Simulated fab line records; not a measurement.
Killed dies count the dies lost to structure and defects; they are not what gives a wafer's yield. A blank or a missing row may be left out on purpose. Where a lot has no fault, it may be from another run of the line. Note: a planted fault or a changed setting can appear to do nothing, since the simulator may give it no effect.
Matching of chambers || flow nand-harc || NHARC_A_CONTACT_ETCH_91 on rie-diel-02 has 4 sister chambers
The step etches the open film in CH3F/O2, target depth 40 nm, time 85.7 s. 4 wafers are shown with their chamber, then 7 later ones without.

== WAFERS WITH THEIR CHAMBER ==
{"wafer": "L827.6", "chamber": 3, "showerhead-plenum-p-Torr (Torr)": 2.55}
{"wafer": "L829.2", "chamber": 1, "showerhead-plenum-p-Torr (Torr)": 2.50}
{"wafer": "L829.3", "chamber": 2, "showerhead-plenum-p-Torr (Torr)": 2.29}
{"wafer": "L830.5", "chamber": 0, "showerhead-plenum-p-Torr (Torr)": 2.59}

== WAFERS MISSING THEIR CHAMBER ==
{"wafer": "L830.6", "showerhead-plenum-p-Torr (Torr)": 2.50}
{"wafer": "L833.1", "showerhead-plenum-p-Torr (Torr)": 2.50}
{"wafer": "L833.3", "showerhead-plenum-p-Torr (Torr)": 2.55}
{"wafer": "L833.5", "showerhead-plenum-p-Torr (Torr)": 2.50}
{"wafer": "L835.1", "showerhead-plenum-p-Torr (Torr)": 2.29}
{"wafer": "L835.3", "showerhead-plenum-p-Torr (Torr)": 2.58}
{"wafer": "L835.4", "showerhead-plenum-p-Torr (Torr)": 2.55}

== THE CHAMBER EACH PASSED THROUGH ==
{"wafer": "L830.6", "from the rows above": 1, "in truth": 1}
{"wafer": "L833.1", "from the rows above": 1, "in truth": 1}
{"wafer": "L833.3", "from the rows above": 3, "in truth": 3}
{"wafer": "L833.5", "from the rows above": 1, "in truth": 1}
{"wafer": "L835.1", "from the rows above": 2, "in truth": 2}
{"wafer": "L835.3", "from the rows above": 0, "in truth": 0}
{"wafer": "L835.4", "from the rows above": 3, "in truth": 3}
Correctly placed: 7 of 7. From these rows, 0 cannot be placed. Wrongly placed: 0.
How it was worked out, from the rows above alone: a wafer's distance from a chamber is the root of the sum, over the readings, of the square of ((its reading less the chamber's mean) divided by the reading's scatter). If the next closest chamber is less than 2 further off than the closest, the wafer can't be placed; otherwise it belongs to the closest. The mean given for a chamber averages the wafers shown for that chamber. The scatter: with one shown wafer a chamber, the root of the mean of the squares of how far each hidden wafer lies from its nearest shown one.
